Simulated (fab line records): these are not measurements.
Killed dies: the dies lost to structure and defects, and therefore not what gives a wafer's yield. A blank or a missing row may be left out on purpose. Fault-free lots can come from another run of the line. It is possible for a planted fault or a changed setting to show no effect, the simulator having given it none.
fab line records	flow nand-harc
record: lots: 12	wafers: 36	last-day: 33
route steps=1302 shown A_CHANNEL_FILL_D1@508 A_ONON_D2@562 END@1302
lots that met no fault: taken from a fault-free run of the same line
start-h: the number of hours between the record's first day and the start of the first shown wafer of the lot	wait-h: how many hours have passed since the lot's step before this one	" same as the row above	L1.1+2: one row covering several wafers at once	- either no value or no given start	* or withheld: withheld	< > ~ a bound
route shown NAME@n: names a module that has steps shown in the file, with the first one's number in the route	usual: mean/standard deviation taken from wafers without a fault	same: alike in all rows	chamber/n: place in a boat	sites: readings site by site	_std_site: standard deviation across them	_edge_site: outer sites' mean less inner sites'	radius-mm: how far each site lies from the wafer's centre	mask NAME#n: copy n	behind: the tool/chamber that last shaped the wafer	hold: why the lot was held/for how many hours/how that ended	device: which transistor (n, p or np) failed to switch	end of line: the route-end tests of the same wafers	a step with no rows: only its recipe	killed: the dies lost at the first sort to structure and to defects; this is not the yield of the wafer	map: a wafer's dies, marking killed ones x, the rest . and places with no die _
set.NAME: setting as actually run; set.NAME@STEP: the setting as run at that earlier step	model.NAME: the simulator's own value behind a step, which no gauge read
a sample of lots followed through the steps of the route, with each step as a table and each wafer as a row
services: the hour from which a tool's chamber was out of use, counted from the record's first day as start-h (under 0 if before that day), plus the number of hours and why
== steps ==
step: NHARC_A_CHANNEL_FILL_D1_ETCHBACK_08
recipe: target-depth-a: 2200	time-s: 110	c4f8-flow-sccm: 20	ar-flow-sccm: withheld	rf-w: 600	bias-w: 300	chemistry: C4F8
usual: oes-product-au: 0.95/0.035	rf-fwd-power-W: 596.2/2.1	rf-vpp-V: 441.1/2.8
lot.wafer	tool	chamber	start-h	wait-h	oes-product-au	rf-fwd-power-W	rf-hours-counter-h	rf-vpp-V
L405.4	rie-diel-06	3	-	-	0.93	600.4	7	446.6
L405.2	"	0	"	"	0.92	593.7	7	445.2
L405.3	"	1	"	"	0.93	598.2	7	438.5
L406.2	rie-diel-06	0	-	-	0.99	598.2	8	445.0
L406.1	"	1	"	"	0.99	596.2	8	437.9
L406.5	"	0	"	"	0.98	596.1	-	445.2
L409.2	rie-diel-02	3	-	-	1.01	595.6	1	439.2
L409.1	"	1	"	"	1.00	596.3	2	440.9
L409.5	"	0	"	"	1.01	596.3	-	436.7
L408.2	rie-diel-01	2	-	-	0.92	598.4	3	441.2
L408.3	"	0	"	"	0.93	595.2	3	438.3
L408.6	"	3	"	"	0.92	597.6	-	443.9
L410.3	rie-diel-01	1	-	-	1.00	596.2	5	440.7
L410.5	"	2	"	"	1.00	598.6	-	440.3
L410.6	"	3	"	"	1.00	596.0	-	443.0
L416.2	rie-diel-01	1	-	-	0.94	598.3	7	442.8
L416.3	"	2	"	"	0.93	598.1	8	440.0
L416.6	"	2	"	"	0.92	595.9	-	439.4
L417.1	rie-diel-02	0	-	-	0.93	595.6	9	435.6
L417.5	"	0	"	"	0.94	595.4	-	436.0
L417.6	"	1	"	"	0.92	595.5	-	440.4
L419.3	rie-diel-01	0	-	-	0.94	595.4	7	437.4
L419.1	"	1	"	"	0.92	597.0	8	442.8
L419.4	"	0	"	"	0.93	595.5	-	438.2
L422.1	rie-diel-06	2	-	-	0.91	593.9	5	440.9
L422.5	"	3	"	"	0.92	594.4	-	445.8
L422.6	"	0	"	"	0.93	601.1	-	443.8
L425.1	rie-diel-01	2	-	-	0.93	596.6	2	440.3
L425.4	"	3	"	"	0.93	595.0	2	444.6
L425.5	"	3	"	"	0.93	593.4	-	444.5
L426.3	rie-diel-06	1	-	-	0.92	602.4	9	436.9
L426.1	"	2	"	"	0.90	590.1	8	442.0
L426.4	"	0	"	"	0.90	596.2	8	445.8
L427.4	rie-diel-06	2	-	-	0.92	593.0	8	442.4
L427.2	"	1	"	"	0.91	598.3	10	436.7
L427.5	"	3	"	"	0.93	596.3	-	445.4
step: NHARC_A_CHANNEL_FILL_D1_STRIP_29
recipe: time-s: 20	o2-flow-sccm: 500	ar-flow-sccm: 0	bias-w: 0	chemistry: O2
usual: drypump-motor-current-A: 5.7/0.42	oes-product-au: 0.997/0.0092	rf-vpp-V: 57.9/0.92	showerhead-plenum-p-Torr: 3.56/0.15	throttle-valve-pct: 17.036/0.0098
lot.wafer	tool	chamber	start-h	wait-h	drypump-motor-current-A	oes-product-au	rf-hours-counter-h	rf-vpp-V	showerhead-plenum-p-Torr	throttle-valve-pct
L405.4	rie-diel-06	0	-	-	6.0	0.982	7	58.9	3.77	17.023
L405.3	"	1	"	"	5.0	0.998	7	57.7	3.38	17.032
L405.2	"	3	"	"	5.8	1.002	7	59.1	3.79	17.038
L406.2	rie-diel-06	0	-	-	6.0	0.988	8	59.6	3.77	17.032
L406.1	"	1	"	"	4.9	1.005	8	57.9	3.38	17.052
L406.5	"	3	"	"	5.8	0.996	-	57.2	3.79	17.049
L409.2	rie-diel-02	2	-	-	5.5	1.001	1	57.3	3.45	17.042
L409.1	"	3	"	"	5.7	1.003	1	57.5	3.50	17.039
L409.5	"	0	"	"	5.5	1.008	-	57.6	3.31	17.046
L408.3	rie-diel-01	0	-	-	5.5	1.005	3	57.0	3.35	17.034
L408.2	"	1	"	"	6.5	1.005	4	56.9	3.62	17.026
L408.6	"	3	"	"	6.4	0.998	-	58.6	3.67	17.040
L410.3	rie-diel-01	2	-	-	5.4	0.996	5	57.9	3.50	17.043
L410.5	"	3	"	"	6.5	0.990	-	58.8	3.67	17.026
L410.6	"	0	"	"	5.5	0.990	-	56.4	3.35	17.029
L416.3	rie-diel-01	0	-	-	5.5	1.004	7	57.8	3.35	17.052
L416.2	"	1	"	"	6.5	0.996	7	57.6	3.61	17.027
L416.6	"	2	"	"	5.3	0.995	-	58.6	3.50	17.043
L417.1	rie-diel-02	0	-	-	5.4	1.012	9	57.1	3.31	17.033
L417.5	"	1	"	"	5.7	0.993	-	56.6	3.47	17.041
L417.6	"	2	"	"	5.5	1.006	-	57.6	3.44	17.036
L419.1	rie-diel-01	1	376.73	0.1	6.5	1.010	8	56.9	3.61	17.032
L419.3	"	0	"	"	5.6	1.002	7	57.9	3.35	17.020
L419.4	"	2	"	"	5.4	0.991	-	56.1	3.50	17.022
L422.1	rie-diel-06	3	413.27	0.2	5.8	0.988	7	57.9	3.78	17.044
L422.5	"	0	"	"	6.0	0.986	-	59.8	3.77	17.031
L422.6	"	2	"	"	5.7	0.991	-	57.6	3.57	17.049
L425.1	rie-diel-01	1	-	-	6.5	0.986	2	56.8	3.61	17.030
L425.4	"	2	"	"	5.3	1.003	2	58.1	3.50	17.030
L425.5	"	0	"	"	5.5	0.997	-	57.5	3.35	17.036
L426.1	rie-diel-06	3	-	-	5.9	0.996	10	58.5	3.78	17.027
L426.3	"	1	"	"	5.0	0.977	9	55.7	3.37	17.027
L426.4	"	3	"	"	5.8	0.995	-	58.2	3.78	17.014
L427.2	rie-diel-06	0	-	-	5.9	0.990	9	57.6	3.76	17.037
L427.4	"	1	"	"	4.9	0.989	10	57.2	3.37	17.049
L427.5	"	3	"	"	5.8	0.998	-	58.9	3.78	17.038
step: NHARC_A_CHANNEL_FILL_D1_INSPECT_13
usual: raw-defect-count: 330/130
lot.wafer	tool	chamber	start-h	wait-h	raw-defect-count
L405.2	defect-inspect-02	-	245.47	0.0	525
L405.3	"	-	"	"	291
L405.4	"	-	"	"	511
L406.1	defect-inspect-02	-	256.38	0.0	273
L406.2	"	-	"	"	338
L406.5	"	-	"	"	259
L408.2	defect-inspect-02	-	279.34	0.0	290
L408.3	"	-	"	"	254
L408.6	"	-	"	"	205
L409.1	defect-inspect-01	-	279.35	0.0	285
L409.2	"	-	"	"	205
L409.5	"	-	"	"	240
L410.3	defect-inspect-01	-	303.42	0.0	264
L410.5	"	-	"	"	316
L410.6	"	-	"	"	230
L416.2	defect-inspect-01	-	363.69	0.0	499
L416.3	"	-	"	"	409
L416.6	"	-	"	"	394
L417.1	defect-inspect-02	-	379.12	0.0	263
L417.5	"	-	"	"	202
L417.6	"	-	"	"	297
L419.1	defect-inspect-02	-	382.73	0.0	294
L419.3	"	-	"	"	317
L419.4	"	-	"	"	289
L422.1	defect-inspect-02	-	419.40	0.0	312
L422.5	"	-	"	"	265
L422.6	"	-	"	"	228
L425.1	defect-inspect-01	-	449.09	0.0	201
L425.4	"	-	"	"	502
L425.5	"	-	"	"	322
L426.1	defect-inspect-01	-	453.52	0.0	160
L426.3	"	-	"	"	194
L426.4	"	-	"	"	152
L427.2	defect-inspect-02	-	471.81	0.0	706
L427.4	"	-	"	"	402
L427.5	"	-	"	"	420
step: NHARC_A_ONON_D2_DEP_25
recipe: target-thk-a: 10000	n2-flow-sccm: 2750	n2o-flow-sccm: 2000	nh3-flow-sccm: 500	sih4-flow-sccm: 210	temp-c: 400
usual: sih4-flow-sccm: 209.9/0.62
lot.wafer	tool	chamber	start-h	wait-h	sih4-flow-sccm
L405.2	pecvd-onon-01	0	291.50	0.1	209.8
L405.3	"	0	"	"	210.5
L405.4	"	0	"	"	209.7
L406.1	pecvd-onon-04	0	300.64	0.1	209.3
L406.2	"	0	"	"	209.6
L406.5	"	0	"	"	209.3
L409.1	pecvd-onon-04	0	325.95	0.1	210.9
L409.2	"	0	"	"	210.3
L409.5	"	0	"	"	210.2
L408.2	pecvd-onon-02	0	326.01	0.1	211.2
L408.3	"	0	"	"	210.8
L408.6	"	0	"	"	210.9
L410.3	pecvd-onon-02	0	344.64	0.2	209.7
L410.5	"	0	"	"	209.7
L410.6	"	0	"	"	209.6
L416.2	pecvd-onon-02	0	413.67	0.1	209.2
L416.3	"	0	"	"	210.5
L416.6	"	0	"	"	210.7
L417.1	pecvd-onon-02	0	427.83	0.1	209.8
L417.5	"	0	"	"	209.8
L417.6	"	0	"	"	210.0
L419.1	pecvd-onon-04	0	427.84	0.1	210.6
L419.3	"	0	"	"	210.5
L419.4	"	0	"	"	210.6
L422.1	pecvd-onon-04	0	471.97	0.1	210.8
L422.5	"	0	"	"	210.4
L422.6	"	0	"	"	210.0
L425.1	pecvd-onon-01	0	499.91	0.1	208.6
L425.4	"	0	"	"	210.0
L425.5	"	0	"	"	209.3
L426.1	pecvd-onon-04	0	506.58	0.1	210.1
L426.3	"	0	"	"	209.8
L426.4	"	0	"	"	210.1
L427.2	pecvd-onon-01	0	519.20	0.1	209.7
L427.4	"	0	"	"	210.2
L427.5	"	0	"	"	209.5
step: NHARC_A_ONON_D2_THK_MEAS_27
recipe: thk-meas-gauge: ellipsometry
usual: thk-nm: 1000/9.3
lot.wafer	tool	chamber	start-h	wait-h	thk-nm
L405.2	film-metro-01	-	291.95	-	1001
L405.3	"	-	"	"	998
L405.4	"	-	"	"	1001
L406.1	film-metro-02	-	301.15	-	1007
L406.2	"	-	"	"	1007
L406.5	"	-	"	"	1008
L409.1	film-metro-02	-	326.46	-	1004
L409.2	"	-	"	"	1006
L409.5	"	-	"	"	1003
L408.2	film-metro-01	-	326.46	-	1020
L408.3	"	-	"	"	1020
L408.6	"	-	"	"	1020
L410.3	film-metro-02	-	345.04	-	977
L410.5	"	-	"	"	981
L410.6	"	-	"	"	980
L416.2	film-metro-02	-	414.13	-	668
L416.3	"	-	"	"	669
L416.6	"	-	"	"	668
L417.1	film-metro-01	-	428.34	-	661
L417.5	"	-	"	"	662
L417.6	"	-	"	"	662
L419.1	film-metro-01	-	428.35	-	1001
L419.3	"	-	"	"	1003
L419.4	"	-	"	"	1001
L422.1	film-metro-02	-	472.48	-	985
L422.5	"	-	"	"	985
L422.6	"	-	"	"	984
L425.1	film-metro-02	-	500.42	-	1012
L425.4	"	-	"	"	1009
L425.5	"	-	"	"	1009
L426.1	film-metro-02	-	507.09	-	991
L426.3	"	-	"	"	993
L426.4	"	-	"	"	994
L427.2	film-metro-02	-	519.65	-	1002
L427.4	"	-	"	"	1002
L427.5	"	-	"	"	1001
step: NHARC_END_SORT_01
recipe: temp-c: 25
usual: killed-at-array: 55/20	killed-at-other: 0.7/0.96	killed-at-periphery: 4.1/2.4	killed-dies: 60/20	killed-open: 3.3/1.9	killed-short: 2.8/1.6
same: gross-dies: 677
lot.wafer	tool	chamber	start-h	wait-h	killed-at-array	killed-at-other	killed-at-periphery	killed-dies	killed-open	killed-short
L416.2	prober-01	0	690.93	2.8	669	3	5	677	3	1
L416.3	prober-01	0	691.73	3.1	668	1	8	677	2	3
L416.6	prober-01	0	694.14	4.0	665	3	9	677	3	3
L417.1	prober-01	0	697.90	2.5	669	4	4	677	4	1
L417.5	prober-01	0	701.13	3.7	671	1	5	677	1	2
L417.6	prober-01	0	701.93	4.0	673	0	4	677	5	3
killed by level:class
L416.2 A_ONON_D2:area-dep=605 A_CHANNEL_HOLE_D1:chamber-film-flake=32 A_CONTACT:chamber-film-flake=10 A_SLIT:chamber-film-flake=8 A_WL_FILL:chamber-film-flake=5 P_GATE:chamber-film-flake=4 THIN_TSV:chamber-film-flake=3 A_CHANNEL_FILL_D1:geometric-particle:open=2
L416.3 A_ONON_D2:area-dep=613 A_CHANNEL_HOLE_D1:chamber-film-flake=34 A_CONTACT:chamber-film-flake=8 P_GATE:chamber-film-flake=3 P_CONTACT:chamber-film-flake=3 A_CHANNEL_HOLE_D2:chamber-film-flake=3 A_WL_FILL:chamber-film-flake=3 P_CONTACT:geometric-particle:short=1
L416.6 A_ONON_D2:area-dep=603 A_CHANNEL_HOLE_D1:chamber-film-flake=30 A_CONTACT:chamber-film-flake=11 P_CONTACT:chamber-film-flake=5 A_SLIT:chamber-film-flake=5 A_CHANNEL_HOLE_D2:chamber-film-flake=3 A_WL_FILL:chamber-film-flake=3 THIN_TSV:chamber-film-flake=3
L417.1 A_ONON_D2:area-dep=626 A_SLIT:chamber-film-flake=24 A_WL_FILL:chamber-film-flake=4 THIN_TSV:chamber-film-flake=4 A_STAIRCASE:chamber-film-flake=3 A_CONTACT:chamber-film-flake=3 P_BONDPAD:chamber-film-flake=2 A_CHANNEL_HOLE_D1:chamber-film-flake=2
L417.5 A_ONON_D2:area-dep=621 A_SLIT:chamber-film-flake=30 A_CONTACT:chamber-film-flake=4 A_STAIRCASE:chamber-film-flake=3 A_SGD_CUT:chamber-film-flake=3 P_GATE:geometric-particle:short=2 P_BONDPAD:chamber-film-flake=2 A_CHANNEL_HOLE_D1:chamber-film-flake=2
L417.6 A_ONON_D2:area-dep=624 A_SLIT:chamber-film-flake=27 A_CHANNEL_HOLE_D1:chamber-film-flake=9 P_M0:geometric-particle:open=3 A_STAIRCASE:chamber-film-flake=3 A_CONTACT:chamber-film-flake=3 A_WL_FILL:chamber-film-flake=2 A_ONON_D1:geometric-particle:short=1
== services ==
tool	chamber	start-h	hours	kind
rie-diel-02	-	216.82	9.0	pm
rie-diel-01	0	233.48	6.0	repair
rie-diel-06	0	237.23	-	clean
rie-diel-02	2	261.66	1.5	repair
pecvd-onon-01	-	269.00	13.0	pm
rie-diel-06	-	307.23	9.0	pm
pecvd-onon-04	-	311.28	13.0	pm
rie-diel-06	-	333.76	0.1	repair
rie-diel-01	0	335.35	12.0	repair
pecvd-onon-02	-	366.09	13.0	pm
rie-diel-06	2	366.30	20.7	repair
rie-diel-01	3	369.74	8.7	repair
rie-diel-01	-	380.80	9.0	pm
rie-diel-02	-	393.82	9.0	pm
rie-diel-01	3	401.47	10.7	repair
rie-diel-02	-	404.86	1.4	repair
rie-diel-06	1	405.26	8.9	repair
rie-diel-06	2	447.35	14.3	repair
pecvd-onon-01	-	450.00	13.0	pm
rie-diel-01	2	469.83	6.3	repair
pecvd-onon-02	-	469.83	2.5	repair
rie-diel-06	-	484.23	9.0	pm
pecvd-onon-04	-	492.28	13.0	pm
rie-diel-02	1	510.46	5.9	repair
== key ==
first-sign: step: NHARC_A_ONON_D2_THK_MEAS_27	reading: thk-nm	direction: down	sigmas: 36	usual: 1000	struck: 665
effect: step: NHARC_END_SORT_01	reading: killed-dies	direction: up	sigmas: 31	usual: 60	struck: 677
more-kills-born-at: NHARC_A_ONON_D2_DEP_25@pecvd-onon-02: 3692
met-at NHARC_A_ONON_D2_DEP_25
struck-lots L416,L417
later-rows-left-out L416.2,L416.3,L416.6,L417.1,L417.5,L417.6
tester-left-out L416,L417
not-acting-at NHARC_A_CHANNEL_FILL_D1_ETCHBACK_08,NHARC_A_CHANNEL_FILL_D1_STRIP_29,NHARC_A_CHANNEL_FILL_D1_INSPECT_13
onset-between 344.64 413.67
fault: kind: process-parameter-drift	tool: pecvd-onon-02	chamber: -	onset-h: 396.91	steps: NHARC_A_ONON_D2_DEP_25	channel: target-thk-a	offset: *	shape: step	end-h: 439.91	acts-in: *	stated: *
tester-left-out: of these lots the tester's yield and bins aren't shown, on N5 and GAA mostly nor the transistor test; their killed dies are dies lost to structure and defects alone, not to doping, threshold or leakage, so they don't give the yield
later-rows-left-out: the simulator's readings of these wafers behind a module that went badly wrong aren't trusted and aren't shown, but for the sort
